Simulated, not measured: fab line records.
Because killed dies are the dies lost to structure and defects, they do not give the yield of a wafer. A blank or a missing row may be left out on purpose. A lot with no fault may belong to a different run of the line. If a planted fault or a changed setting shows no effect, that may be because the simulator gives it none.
Which tool did it?	flow nand_harc	15 lots with 45 wafers sampled at 3 steps, on a route of 1302 steps

== WHAT EACH GAUGE READ, for each wafer ==
NHARC_A_CHANNEL_HOLE_D1_CD_MEAS_10: the cd target is 100 nm. Usual: cd_nm 100.2 nm, standard deviation 0.49.
lot	measured	on	cd_nm (nm)	flag
L891	day 8 14:08	cd_sem-02	100.1 99.8 99.7	
L892	day 9 05:43	cd_sem-03	100.1 100.1 100.0	
L893	day 9 08:01	cd_sem-03	99.4 99.7 99.6	
L894	day 9 14:31	cd_sem-02	99.2 99.4 100.1	
L896	day 10 09:56	cd_sem-01	101.3 100.5 101.2	
L897	day 10 19:26	cd_sem-02	100.0 100.1 100.0	
L904	day 13 19:46	cd_sem-03	99.8 99.9 99.2	
L906	day 14 13:47	cd_sem-01	99.9 99.2 100.2	
L905	day 14 14:08	cd_sem-02	100.3 100.0 100.2	
L909	day 16 02:28	cd_sem-02	100.0 99.6 99.9	
L910	day 16 12:40	cd_sem-03	100.5 100.6 101.0	
L911	day 17 04:07	cd_sem-01	100.6 99.8 100.1	
L912	day 17 13:05	cd_sem-03	100.5 100.4 100.7	
L913	day 17 13:43	cd_sem-02	100.6 100.8 100.8	
L914	day 17 23:38	cd_sem-01	100.6 100.7 100.1	

NHARC_A_CHANNEL_HOLE_D1_OVL_MEAS_11. Usual: overlay_x_nm 0.0 nm, standard deviation 0.76; overlay_y_nm -0.3 nm, standard deviation 0.97.
lot	measured	on	overlay_x_nm (nm)	overlay_y_nm (nm)	flag
L891	day 8 14:13	overlay-01	0.3 0.5 -0.2	-0.1 0.2 -0.7	
L892	day 9 05:49	overlay-01	0.0 0.0 -0.1	-0.7 -0.4 -0.3	
L893	day 9 08:07	overlay-02	0.7 0.8 0.6	-1.1 -0.8 -1.0	
L894	day 9 14:36	overlay-01	-1.5 -2.0 -1.4	-0.4 -0.2 0.3	
L896	day 10 10:01	overlay-01	0.9 1.5 0.9	-1.7 -1.4 -1.5	
L897	day 10 19:31	overlay-02	0.7 0.6 0.9	0.1 0.6 0.0	
L904	day 13 19:51	overlay-01	1.0 1.3 0.8	-1.1 -0.6 -0.5	
L906	day 14 13:52	overlay-01	-0.8 -0.5 -0.8	-0.5 -0.5 -0.4	
L905	day 14 14:13	overlay-01	0.1 -0.1 0.1	0.6 1.8 1.5	
L909	day 16 02:32	overlay-02	-0.8 0.0 -0.3	1.3 0.4 1.2	
L910	day 16 12:46	overlay-02	1.0 0.3 0.7	-0.6 -1.0 -1.0	
L911	day 17 04:11	overlay-02	0.1 0.3 -0.1	-1.9 -2.0 -1.5	
L912	day 17 13:11	overlay-01	-0.3 0.8 -0.6	0.5 0.9 0.5	
L913	day 17 13:47	overlay-02	-0.3 0.1 0.1	-0.8 -0.8 -0.5	
L914	day 17 23:43	overlay-01	1.0 0.9 0.4	-0.9 -0.1 -0.5	

== WHAT TOOL EACH LOT RAN ON (gives the tool, then ch and the chambers of the sampled wafers, and finally the start) ==
lot	NHARC_A_CHANNEL_HOLE_D1_DEP_01
L891	pecvd-04 ch 0,1,2, day 8 13:25
L892	pecvd-01 ch 1,2, day 9 05:07
L893	pecvd-04 ch 1,2, day 9 07:19
L894	pecvd-03 ch 0,1, day 9 13:43
L896	pecvd-03 ch 0,1,2, day 10 09:25
L897	pecvd-03 ch 1,2, day 10 18:43
L904	pecvd-03 ch 1,2, day 13 19:04
L906	pecvd-01 ch 0,1, day 14 13:11
L905	pecvd-01 ch 0,2, day 14 13:24
L909	pecvd-01 ch 0,1,2, day 15 23:19
L910	pecvd-01 ch 0,2, day 16 11:57
L911	pecvd-03 ch 0,1,2, day 17 03:34
L912	pecvd-03 ch 0,1,2, day 17 12:26
L913	pecvd-04 ch 0,1,2, day 17 13:10
L914	pecvd-01 ch 0,2, day 17 22:54
- NHARC_A_CHANNEL_HOLE_D1_DEP_01: deposits SiON, target thk 140 nm.

== WHAT THE TOOLS THEMSELVES READ (means of the sampled wafers that have a number; where no wafer has one, the mark that the record gives instead) ==
NHARC_A_CHANNEL_HOLE_D1_DEP_01. Usual: heater_power_w 796 W, standard deviation 66; rf_fwd_power_W 348.2 W, standard deviation 1.2.
lot	tool	heater_power_w (W)	rf_fwd_power_W (W)	flag
L891	pecvd-04	742	349.3	
L892	pecvd-01	783	348.6	
L893	pecvd-04	846	349.0	
L894	pecvd-03	713	347.8	
L896	pecvd-03	784	348.7	
L897	pecvd-03	792	349.7	
L904	pecvd-03	797	348.4	
L906	pecvd-01	780	349.1	
L905	pecvd-01	774	347.1	
L909	pecvd-01	805	347.8	
L910	pecvd-01	792	347.6	
L911	pecvd-03	813	347.7	
L912	pecvd-03	863	347.4	
L913	pecvd-04	808	348.3	
L914	pecvd-01	833	347.3	

== THE ANSWER, worked out from the rows above alone ==
Rule: lot off if the mean of its wafers having a number is beyond 3 standard deviations from the usual mean. A lot without any number at a reading at which 4 lots or more have one is off too. Any other lot the step has rows for is counted as sound. The gauges are gone through in route order, then the tools' own readings, and for those a lot's mean is taken as printed above. The first step at which some lot is off is used, and at that step the reading that is off furthest; a lot without a number counts as furthest.
None of the lots is off at any reading shown; this tells nothing.

== WHAT THE SIMULATOR HAD INSERTED ==
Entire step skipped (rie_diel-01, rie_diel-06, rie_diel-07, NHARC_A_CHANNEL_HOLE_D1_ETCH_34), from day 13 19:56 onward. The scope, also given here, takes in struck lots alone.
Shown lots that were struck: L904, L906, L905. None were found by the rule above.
